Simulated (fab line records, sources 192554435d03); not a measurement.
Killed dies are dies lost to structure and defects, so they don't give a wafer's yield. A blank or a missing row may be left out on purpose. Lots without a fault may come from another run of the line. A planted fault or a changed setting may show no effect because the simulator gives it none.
Split-lot experiment | flow n5_finfet | 7 lots, 39 wafers read, on a route of 1938 steps

THE SPLIT
At N5_BEOL_M1_HM_DEP_02 (deposits TiN, target thk 20 nm), the setting target_thk_a was moved away from the recipe's 200 angstrom on 12 of the 39 wafers read, by -34.0% to +44.7%. The other wafers ran this setting at the recipe's value.

FROM THE SPLIT TO THE READING: what the file shows between them, 4 steps
- N5_BEOL_M1_COAT_61: time 60 s, resist thk 60 nm
- N5_BEOL_M1_COAT_62: time 60 s, resist thk 12 nm
- N5_BEOL_M1_STRIP_75: strips in N2/H2
- N5_BEOL_M1_STRIP_66: strips in CF4

THE READING
etch.depth_nm (the simulator's own value, which no gauge read), in nm, at N5_BEOL_M1_HM_OPEN_17 (chemistry Cl2/BCl3, target TiN, target depth 20 nm, overetch 6 nm). The file gives no usual value for it. The 27 wafers here that ran the recipe average 20.02 nm, standard deviation 0.24 nm.

wafer  | tool, chamber at the split | target_thk_a as run, angstrom | against the recipe | etch.depth_nm, nm | against lot-mates on the recipe
L076.1 | pvd_sputter-01, -          | 200                           | recipe             | 19.81             | -
L076.2 | pvd_sputter-01, -          | 200                           | recipe             | 19.81             | -
L076.3 | pvd_sputter-01, -          | 200                           | recipe             | 19.7              | -
L076.4 | pvd_sputter-01, -          | 200                           | recipe             | 19.72             | -
L076.5 | pvd_sputter-01, -          | 200                           | recipe             | 19.82             | -
L076.6 | pvd_sputter-01, -          | 200                           | recipe             | 19.75             | -
L079.1 | pvd_sputter-03, -          | 200                           | recipe             | 19.82             | -
L079.2 | pvd_sputter-03, -          | 200                           | recipe             | 19.82             | -
L079.3 | pvd_sputter-03, -          | 200                           | recipe             | 19.77             | -
L079.4 | pvd_sputter-03, -          | 200                           | recipe             | 19.85             | -
L079.6 | pvd_sputter-03, -          | 200                           | recipe             | 19.85             | -
L079.5 | pvd_sputter-03, -          | 200                           | recipe             | 20.02             | -
L083.1 | pvd_sputter-02, -          | 200                           | recipe             | 20.33             | -
L083.3 | pvd_sputter-02, -          | 200                           | recipe             | 20.33             | -
L083.4 | pvd_sputter-02, -          | 200                           | recipe             | 20.37             | -
L084.1 | pvd_sputter-03, -          | 132                           | -34.0%             | 13.2              | -6.82
L084.2 | pvd_sputter-03, -          | 200                           | recipe             | 20.13             | -
L084.3 | pvd_sputter-03, -          | 200                           | recipe             | 19.96             | -
L084.5 | pvd_sputter-03, -          | 200                           | recipe             | 19.96             | -
L084.4 | pvd_sputter-03, -          | 132                           | -34.0%             | 13.12             | -6.90
L084.6 | pvd_sputter-03, -          | 132                           | -34.0%             | 13.39             | -6.63
L085.1 | pvd_sputter-03, -          | 139.5                         | -30.2%             | 14.3              | -6.06
L085.2 | pvd_sputter-03, -          | 139.5                         | -30.2%             | 14.19             | -6.17
L085.3 | pvd_sputter-03, -          | 139.5                         | -30.2%             | 14.44             | -5.92
L085.4 | pvd_sputter-03, -          | 200                           | recipe             | 20.31             | -
L085.5 | pvd_sputter-03, -          | 200                           | recipe             | 20.47             | -
L085.6 | pvd_sputter-03, -          | 200                           | recipe             | 20.3              | -
L086.1 | pvd_sputter-03, -          | 289.3                         | +44.7%             | 26.26             | +6.33
L086.2 | pvd_sputter-03, -          | 289.3                         | +44.7%             | 25.46             | +5.53
L086.3 | pvd_sputter-03, -          | 200                           | recipe             | 19.83             | -
L086.4 | pvd_sputter-03, -          | 200                           | recipe             | 19.86             | -
L086.5 | pvd_sputter-03, -          | 289.3                         | +44.7%             | 25.53             | +5.60
L086.6 | pvd_sputter-03, -          | 200                           | recipe             | 20.1              | -
L089.1 | pvd_sputter-02, -          | 153.2                         | -23.4%             | 15.45             | -4.80
L089.2 | pvd_sputter-02, -          | 200                           | recipe             | 20.37             | -
L089.3 | pvd_sputter-02, -          | 153.2                         | -23.4%             | 15.49             | -4.76
L089.4 | pvd_sputter-02, -          | 153.2                         | -23.4%             | 15.52             | -4.73
L089.5 | pvd_sputter-02, -          | 200                           | recipe             | 20.19             | -
L089.6 | pvd_sputter-02, -          | 200                           | recipe             | 20.19             | -

THE FIT
A straight line over all 39 wafers: etch.depth_nm changes by +0.163 nm for each +1% of target_thk_a; r = +0.98; the points scatter about the line by 0.59 nm.
The same after taking each lot's own level away (the mean of its wafers on the recipe; 39 wafers): +0.167 nm for each +1%; r = +0.98; scatter 0.58 nm.
On that fit, the largest move of target_thk_a shifts the reading by 7.5 nm.
The lots' own levels span 19.768 to 20.360 nm, that is 2.5 times the standard deviation above.
So the lot-to-lot level changes the slope little: the two slopes agree.
Check: with one of the wafers moved furthest among these (+44.7%) left out of the fit, the line predicts +7.29 nm for it against its lot-mates. It came out at +6.33 nm against them.

OTHER SPLITS ON THESE WAFERS
These wafers also went through other splits before the reading. Each is held against what the fit with the lots' levels taken away leaves over:
other split on the same wafers        | wafers away from the commonest value | r with etch.depth_nm (lot level and that fit taken away)
N5_FIN_SAQP_PECVD_47 time_s           | 12                                   | +0.05
N5_FIN_CUT_CUT_ETCH_15 time_s         | 15                                   | +0.07
N5_HKMG_FIN_HK_ALD_01 ald_cycles      | 9                                    | -0.06
N5_MOL_CONTACT_COAG_ALD_20 ald_cycles | 15                                   | -0.01
N5_BEOL_M0_SAQP_PECVD_97 time_s       | 18                                   | -0.22

THE WHOLE CHAIN: every reading that the file lists as answering this split, in the file's order
step                  | what it does                                                      | reading                                                                          | change (the file's fit)               | r (the file's)
N5_BEOL_M1_HM_DEP_02  | deposits TiN, target thk 20 nm                                    | TiN_of_BEOL_M1_HM_DEP_02.thk_nm (the simulator's own value, which no gauge read) | +0.201 nm for each +1% of the setting | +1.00
N5_BEOL_M1_HM_OPEN_17 | chemistry Cl2/BCl3, target TiN, target depth 20 nm, overetch 6 nm | etch.depth_nm (the simulator's own value, which no gauge read)                   | +0.17 nm for each +1% of the setting  | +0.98

THE FILE'S OWN FIT
etch.depth_nm changes by +0.17 nm for each +1% of target_thk_a, r = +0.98.
